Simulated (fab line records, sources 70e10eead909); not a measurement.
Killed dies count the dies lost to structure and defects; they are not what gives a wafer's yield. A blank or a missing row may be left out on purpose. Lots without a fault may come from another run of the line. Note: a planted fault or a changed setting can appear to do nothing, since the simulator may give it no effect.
fab line records    flow nandHarc
record: lots: 15  wafers: 45  lastDay: 33
route steps=1302 shown P_GATE@207 P_CONTACT@218
lots that met no fault: taken from a fault-free run of the same line
startH: start of the lot's first displayed wafer, in hours after the record's first day    waitH: time in hours since the lot's previous step    " identical to the entry in the row above    L1.1+2: a row that stands for several wafers    - no value, or no start was given    * or withheld: withheld    < > ~ a bound
route shown NAME@n: NAME is a module with steps in the file, n the number in the route of the first one    usual: the fault-free wafers' mean and standard deviation    same: alike in all rows    chamber/n: place in a boat    sites: the reading at each site    _std_site: the values' standard deviation    _edge_site: outer sites' mean less inner sites'    radiusMm: how far each site lies from the wafer's centre    mask NAME#n: copy n    behind: the last tool/chamber to shape the wafer    hold: why the lot went on hold/how many hours it stayed there/how the hold came to an end    device: which transistor (n, p or np) failed to switch    end of line: the tests these same wafers got at the end of their route    a step without rows: its recipe alone    killed: dies that structure and defects cost at the first sort, which is not the same as the wafer's yield    map: a wafer's dies, marking killed ones x, the rest . and places with no die _
set.NAME: the setting that was run; set.NAME@STEP: the one run at that earlier step    model.NAME: the simulator's own value behind a step, which no gauge read
steps of the route over a sample of lots; a table a step, a row a wafer
services: when a tool's chamber went out of use (startH, in hours from the record's first day, below 0 if earlier), for how many hours, and the reason
== steps ==
step: NHARC_P_GATE_RTA_64
recipe: tempC: 1050  timeS: 1
usual: lampPowerPct: 37.0/2.8  wafer_temp_C_max: 1056.9/1.8
lot.wafer  tool          chamber  startH  waitH  lampPowerPct  wafer_temp_C_max
L368.3     rtpAnneal-01  0        124.41  -      39.8          1058.7
L368.4     "             0        "       "      39.9          1058.3
L368.5     "             0        "       "      39.9          1057.6
L369.3     rtpAnneal-02  0        137.29  -      34.3          1057.1
L369.5     "             0        "       "      34.3          1058.0
L369.6     "             0        "       "      34.2          1055.1
L371.3     rtpAnneal-02  0        150.39  -      34.2          1054.8
L371.4     "             0        "       "      34.3          1054.5
L371.6     "             0        "       "      34.2          1057.1
L372.3     rtpAnneal-01  0        166.67  -      39.9          1062.7
L372.4     "             0        "       "      39.8          1057.2
L372.5     "             0        "       "      39.9          1059.8
L374.2     rtpAnneal-01  0        181.42  -      39.9          1058.6
L374.4     "             0        "       "      39.8          1056.6
L374.5     "             0        "       "      39.8          1057.7
L376.1     rtpAnneal-01  0        196.88  -      39.8          1056.1
L376.4     "             0        "       "      39.9          1057.2
L376.5     "             0        "       "      39.8          1056.9
L375.3     rtpAnneal-02  0        197.50  -      34.3          1055.5
L375.4     "             0        "       "      34.3          1055.3
L375.6     "             0        "       "      34.3          1056.1
L377.2     rtpAnneal-01  0        209.21  -      39.8          1058.2
L377.3     "             0        "       "      39.8          1056.1
L377.5     "             0        "       "      39.8          1059.5
L378.1     rtpAnneal-02  0        221.62  -      34.2          1055.2
L378.3     "             0        "       "      34.2          1056.2
L378.4     "             0        "       "      34.3          1055.9
L379.1     rtpAnneal-02  0        235.19  -      34.3          1055.9
L379.3     "             0        "       "      34.3          1055.1
L379.4     "             0        "       "      34.3          1056.2
L380.1     rtpAnneal-01  0        261.91  -      39.8          1061.8
L380.2     "             0        "       "      39.9          1054.7
L380.4     "             0        "       "      39.8          1057.8
L383.1     rtpAnneal-01  0        276.77  -      39.8          1060.6
L383.3     "             0        "       "      39.8          1058.1
L383.5     "             0        "       "      39.9          1058.5
L384.1     rtpAnneal-02  0        285.88  -      34.2          1054.7
L384.3     "             0        "       "      34.3          1054.6
L384.6     "             0        "       "      34.3          1056.9
L385.1     rtpAnneal-01  0        294.86  -      39.8          1056.8
L385.2     "             0        "       "      39.8          1058.2
L385.3     "             0        "       "      39.9          1058.0
L390.1     rtpAnneal-01  0        344.27  -      39.8          1055.9
L390.4     "             0        "       "      39.7          1054.1
L390.5     "             0        "       "      39.8          1056.8
step: NHARC_P_GATE_RTA_80
recipe: tempC: 300  timeS: 30
usual: lampPowerPct: 2.22/0.16  wafer_temp_C_max: 302.0/0.46
lot.wafer  tool          chamber  startH  waitH  lampPowerPct  wafer_temp_C_max
L368.3     rtpAnneal-02  0        125.01  -      2.04          301.4
L368.4     "             0        "       "      2.05          301.7
L368.5     "             0        "       "      2.04          301.5
L369.3     rtpAnneal-01  0        137.99  -      2.38          301.6
L369.5     "             0        "       "      2.37          301.9
L369.6     "             0        "       "      2.37          302.1
L371.3     rtpAnneal-02  0        151.03  -      2.04          302.1
L371.4     "             0        "       "      2.05          302.1
L371.6     "             0        "       "      2.04          303.0
L372.3     rtpAnneal-01  0        167.27  -      2.37          302.6
L372.4     "             0        "       "      2.37          302.3
L372.5     "             0        "       "      2.37          302.7
L374.2     rtpAnneal-02  0        182.02  -      2.05          302.1
L374.4     "             0        "       "      2.05          301.6
L374.5     "             0        "       "      2.04          301.8
L376.1     rtpAnneal-01  0        197.54  -      2.38          301.6
L376.4     "             0        "       "      2.38          302.8
L376.5     "             0        "       "      2.38          301.7
L375.3     rtpAnneal-02  0        198.11  -      2.04          301.5
L375.4     "             0        "       "      2.04          302.3
L375.6     "             0        "       "      2.04          301.7
L377.2     rtpAnneal-02  0        209.82  -      2.04          301.8
L377.3     "             0        "       "      2.04          302.0
L377.5     "             0        "       "      2.04          301.1
L378.1     rtpAnneal-02  0        222.26  -      2.05          302.0
L378.3     "             0        "       "      2.04          301.9
L378.4     "             0        "       "      2.05          301.4
L379.1     rtpAnneal-01  0        235.80  -      2.37          302.9
L379.3     "             0        "       "      2.37          302.5
L379.4     "             0        "       "      2.37          302.3
L380.1     rtpAnneal-01  0        262.51  -      2.37          302.1
L380.2     "             0        "       "      2.37          301.7
L380.4     "             0        "       "      2.37          302.5
L383.1     rtpAnneal-01  0        277.37  -      2.38          302.3
L383.3     "             0        "       "      2.38          302.4
L383.5     "             0        "       "      2.37          302.2
L384.1     rtpAnneal-02  0        286.48  -      2.04          301.4
L384.3     "             0        "       "      2.04          301.5
L384.6     "             0        "       "      2.04          301.7
L385.1     rtpAnneal-01  0        295.46  -      2.37          302.2
L385.2     "             0        "       "      2.37          302.1
L385.3     "             0        "       "      2.37          301.9
L390.1     rtpAnneal-02  0        344.87  -      2.05          302.1
L390.4     "             0        "       "      2.04          301.4
L390.5     "             0        "       "      2.04          301.4
step: NHARC_P_CONTACT_DEP_00
recipe: targetThkA: 5000  tempC: 400  pressureTorr: 6.5  rfW: 900  teosFlowSccm: 161.4  flowSccm: 2650  targetThkNm: 500  gas: O2  material: SiO2
usual: chamberPressureTorr: 6.500/0.014  heaterPowerOuterW: 339/71  heaterPowerW: 587/100  throttleValvePct: 15.9/0.58
lot.wafer  tool      chamber  startH  waitH  chamberPressureTorr  heaterPowerOuterW  heaterPowerW  throttleValvePct
L368.3     pecvd-01  0        125.91  -      6.510                360                650           15.7
L368.5     "         1        "       "      6.510                384                673           16.1
L368.4     "         2        "       "      6.481                548                874           16.4
L369.3     pecvd-02  1        138.92  -      6.503                275                480           16.3
L369.5     "         1        "       "      6.487                285                485           16.1
L369.6     "         0        "       "      6.506                299                543           16.3
L371.3     pecvd-04  1        152.04  -      6.497                359                673           16.2
L371.4     "         2        "       "      6.528                282                520           16.1
L371.6     "         0        "       "      6.492                332                582           14.9
L372.3     pecvd-02  0        168.16  -      6.491                360                623           16.5
L372.4     "         0        "       "      6.514                356                604           16.4
L372.5     "         2        "       "      6.485                393                631           15.4
L374.2     pecvd-02  0        183.04  -      6.501                346                577           16.4
L374.5     "         1        "       "      6.504                214                397           16.4
L374.4     "         2        "       "      6.498                418                657           15.1
L376.1     pecvd-01  0        198.53  -      6.485                399                707           15.5
L376.4     "         0        "       "      6.515                400                737           15.2
L376.5     "         1        "       "      6.492                354                660           15.8
L375.3     pecvd-04  1        199.10  -      6.502                363                628           16.2
L375.6     "         2        "       "      6.489                259                477           16.5
L375.4     "         1        "       "      6.491                378                656           16.1
L377.3     pecvd-02  2        210.80  -      6.530                351                563           15.5
L377.2     "         0        "       "      6.498                364                625           16.6
L377.5     "         1        "       "      6.491                278                472           16.7
L378.1     pecvd-02  0        223.25  -      6.515                353                592           16.4
L378.3     "         1        "       "      6.491                317                529           16.1
L378.4     "         2        "       "      6.496                389                626           15.6
L379.1     pecvd-01  2        236.76  -      6.508                459                734           15.7
L379.3     "         0        "       "      6.492                367                675           15.3
L379.4     "         2        "       "      6.508                483                774           15.8
L380.1     pecvd-01  1        263.46  -      6.505                310                601           15.8
L380.2     "         2        "       "      6.494                529                812           16.1
L380.4     "         0        "       "      6.503                362                657           15.2
L383.3     pecvd-02  0        278.33  -      -                    -                  -             -
L383.1     "         2        "       "      -                    -                  -             -
L383.5     "         2        "       "      -                    -                  -             -
L384.3     pecvd-01  2        287.60  -      -                    -                  -             -
L384.1     "         0        "       "      -                    -                  -             -
L384.6     "         1        "       "      -                    -                  -             -
L385.2     pecvd-02  1        296.43  -      -                    -                  -             -
L385.1     "         2        "       "      -                    -                  -             -
L385.3     "         0        "       "      -                    -                  -             -
L390.1     pecvd-02  1        345.92  -      6.504                292                474           16.2
L390.5     "         2        "       "      6.493                334                546           15.3
L390.4     "         0        "       "      6.511                333                565           16.4
step: NHARC_P_CONTACT_CMP_01
recipe: targetThkNm: 200  material: SiO2
usual: edgeZonePressureFrac: 1.000/0.0049  motorCurrentA: 11.6/1.4
lot.wafer  tool    chamber  startH  waitH  edgeZonePressureFrac  motorCurrentA
L368.3     cmp-02  1        126.38  -      1.006                 9.7
L368.4     "       2        "       "      0.996                 13.3
L368.5     "       2        "       "      0.997                 13.9
L369.3     cmp-02  0        139.42  -      1.003                 13.2
L369.5     "       3        "       "      0.992                 9.7
L369.6     "       0        "       "      1.000                 12.8
L371.3     cmp-02  3        152.44  -      1.006                 10.1
L371.4     "       0        "       "      1.003                 12.9
L371.6     "       0        "       "      0.993                 12.9
L372.3     cmp-04  0        168.67  -      0.999                 10.4
L372.4     "       2        "       "      1.001                 13.9
L372.5     "       3        "       "      0.997                 10.9
L374.4     cmp-02  0        183.43  -      1.002                 13.5
L374.2     "       2        "       "      1.002                 13.6
L374.5     "       0        "       "      1.002                 12.6
L376.1     cmp-02  3        199.00  -      0.994                 9.9
L376.4     "       1        "       "      0.997                 10.3
L376.5     "       3        "       "      1.003                 9.9
L375.3     cmp-04  0        199.49  -      0.990                 10.4
L375.4     "       3        "       "      0.995                 10.4
L375.6     "       1        "       "      0.988                 10.3
L377.2     cmp-04  1        211.23  -      0.998                 11.0
L377.3     "       2        "       "      0.998                 14.3
L377.5     "       1        "       "      1.003                 10.3
L378.1     cmp-03  1        223.69  -      1.005                 12.0
L378.4     "       2        "       "      0.991                 12.1
L378.3     "       3        "       "      1.000                 12.2
L379.1     cmp-03  3        237.24  -      1.001                 12.2
L379.3     "       0        "       "      0.996                 11.2
L379.4     "       2        "       "      1.002                 11.7
L380.2     cmp-02  3        263.97  -      1.007                 10.1
L380.1     "       1        "       "      1.000                 10.1
L380.4     "       2        "       "      0.995                 13.1
L383.3     cmp-03  0        278.86  -      0.997                 12.0
L383.1     "       1        "       "      1.006                 12.2
L383.5     "       3        "       "      0.992                 12.7
L384.3     cmp-02  3        288.06  -      0.995                 9.9
L384.1     "       0        "       "      1.003                 13.1
L384.6     "       3        "       "      0.998                 10.2
L385.1     cmp-02  2        296.91  -      1.004                 12.7
L385.3     "       3        "       "      1.001                 10.0
L385.2     "       0        "       "      1.005                 12.5
L390.1     cmp-03  1        346.31  -      0.999                 12.0
L390.4     "       2        "       "      0.998                 12.3
L390.5     "       2        "       "      0.997                 12.1
== services ==
tool      chamber  startH  hours  kind
cmp-02    -        108.87  0.5    repair
pecvd-01  -        130.00  13.0   pm
cmp-02    -        134.50  4.0    pm
cmp-04    -        137.28  0.8    repair
cmp-04    -        138.79  4.0    pm
cmp-02    -        144.34  4.0    repair
cmp-03    -        163.86  4.0    pm
cmp-02    -        166.72  1.9    repair
cmp-03    -        178.37  2.5    repair
cmp-04    -        181.32  6.8    repair
pecvd-01  -        182.27  14.2   repair
cmp-03    -        197.28  0.6    repair
cmp-02    -        218.75  1.0    repair
pecvd-02  -        227.38  13.0   pm
cmp-02    -        230.33  2.2    repair
cmp-04    -        236.79  4.0    pm
cmp-03    -        244.84  2.9    repair
cmp-02    -        259.42  1.8    repair
cmp-03    -        261.86  4.0    pm
cmp-02    -        272.24  3.0    repair
pecvd-02  -        288.75  0.5    repair
pecvd-01  -        311.00  13.0   pm
cmp-03    -        324.32  0.7    repair
cmp-02    -        330.52  4.0    pm
== key ==
firstSign: step: NHARC_P_CONTACT_DEP_00  reading: toolRecord  direction: missing
effect none on later readings
metAt NHARC_P_CONTACT_DEP_00
struckLots L383,L384,L385
laterRowsLeftOut L383.1,L383.3,L383.5,L384.1,L384.3,L384.6,L385.1,L385.2,L385.3
sortLeftOut L383.1,L383.3,L383.5,L384.1,L384.3,L384.6,L385.1,L385.2,L385.3
testerLeftOut L383,L384,L385
notActingAt NHARC_P_GATE_RTA_64,NHARC_P_GATE_RTA_80,NHARC_P_CONTACT_CMP_01
onsetBetween 263.46 278.33
fault: kind: skippedStepWhole  tool: pecvd-01,pecvd-02  chamber: -  onsetH: 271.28  steps: NHARC_P_CONTACT_DEP_00  scope: struckLotsOnly
testerLeftOut: of these lots the tester's yield and bins aren't shown, on N5 and GAA mostly nor the transistor test; their killed dies are dies lost to structure and defects alone, not to doping, threshold or leakage, so they don't give the yield
sortLeftOut: the simulated sort isn't trusted on such a fault, so these wafers' sort isn't shown, and their yield isn't known
laterRowsLeftOut: the simulator's readings of these wafers behind a module that went badly wrong aren't trusted and aren't shown, but for the sort
